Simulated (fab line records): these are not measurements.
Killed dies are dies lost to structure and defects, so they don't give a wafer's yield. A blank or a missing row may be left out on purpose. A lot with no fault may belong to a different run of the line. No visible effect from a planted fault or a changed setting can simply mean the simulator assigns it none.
A struck lot beside a sound one    flow nand-harc    14 out of 1159 route steps
Sound: these wafers, L233.1, L233.5, L233.6. Struck: wafer L240.3 (L240.2, L240.5, from the same lot, were not struck and are left out); the cause is given at the end.
Order at every step that has rows: each side's tool, ch and its chambers, its first start. Under that, the readings that differ: sound wafers    struck wafers    difference of the means    sigmas: that difference in standard deviations of wafers without a fault.
alike: words and numbers the same on both sides, and readings whose means are apart by under 2 such deviations; not compared: readings that were withheld, readings missing a value for some wafer, numbers with overlapping values and no deviation given by the record, and bounds like >300 which may hide the same value.
The two part at a step that has a row with sigmas, a row that says differs or no value, or rows on one side only. Numbers that have no deviation but don't overlap get no sigmas and don't part them. A reading that every wafer of one side lacks parts them only if that side has two wafers or more.

NHARC_A_STAIRCASE_DEP_156: deposits SiNx, target thk 50 nm.
  sound on pecvd-03 ch 1,2, day 11 14:37; struck on pecvd-04 ch 0, day 13 11:43
  alike: heater-power-w, rf-fwd-power-W
then, 9 steps without rows for these wafers: NHARC_A_STAIRCASE_DEHYDRATE_158 (time 120 s); NHARC_A_STAIRCASE_HMDS_159 (time 30 s); NHARC_A_STAIRCASE_COAT_160; NHARC_A_STAIRCASE_SOFTBAKE_161 (time 170 s); NHARC_A_STAIRCASE_EBR_162; NHARC_A_STAIRCASE_EXPOSE_163 (exposes mask STAIR OPEN); NHARC_A_STAIRCASE_PEB_164 (peb time 130 s); NHARC_A_STAIRCASE_DEVELOP_165 (time 140 s); NHARC_A_STAIRCASE_HARDBAKE_167 (time 140 s).
NHARC_A_STAIRCASE_DESCUM_168: chemistry O2, time 3 s.
  sound on rie-diel-07 ch 0,3, day 11 15:35; struck on rie-diel-03 ch 1, day 13 12:41
  alike: drypump-motor-current-A, mfc-ar-sccm, oes-product-au, rf-vpp-V, showerhead-plenum-p-Torr, throttle-valve-pct
  not compared: rf-hours-counter-h
NHARC_A_STAIRCASE_ETCH_169: etches the open film in CH3F/O2, target depth 50 nm, time 107.1 s.
  sound on rie-diel-07 ch 0,1,3, day 11 15:41; struck on rie-diel-03 ch 1, day 13 12:47
reading           sound              struck  difference  sigmas
run-length-s (s)  128.5 129.0 128.8  145.2   +16.4       +42
  alike: drypump-motor-current-A, mfc-ar-sccm, oes-product-au, rf-fwd-power-W, rf-vpp-V, showerhead-plenum-p-Torr, throttle-valve-pct
  not compared: rf-hours-counter-h
NHARC_A_STAIRCASE_ETCH_170: etches the open film in C4F6/O2, target depth 200 nm, time 66.667 s.
  sound: rie-diel-07 ch 0,1,2; struck: rie-diel-03 ch 3
reading             sound              struck  difference  sigmas
mfc-ar-sccm (sccm)  499.7 503.1 501.1  497.9   -3.4        -2
  alike: drypump-motor-current-A, oes-product-au, rf-fwd-power-W, rf-vpp-V, run-length-s, showerhead-plenum-p-Torr, throttle-valve-pct
  not compared: rf-hours-counter-h
then, 1 step without rows for these wafers: NHARC_END_SORT_01.

## WHERE THEY PART
Earliest at NHARC_A_STAIRCASE_ETCH_169; latest, in this record, at NHARC_A_STAIRCASE_ETCH_170.

WHY: what the simulator had put in
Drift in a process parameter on rie-diel-03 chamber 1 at NHARC_A_STAIRCASE_ETCH_169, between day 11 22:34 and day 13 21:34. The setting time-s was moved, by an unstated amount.
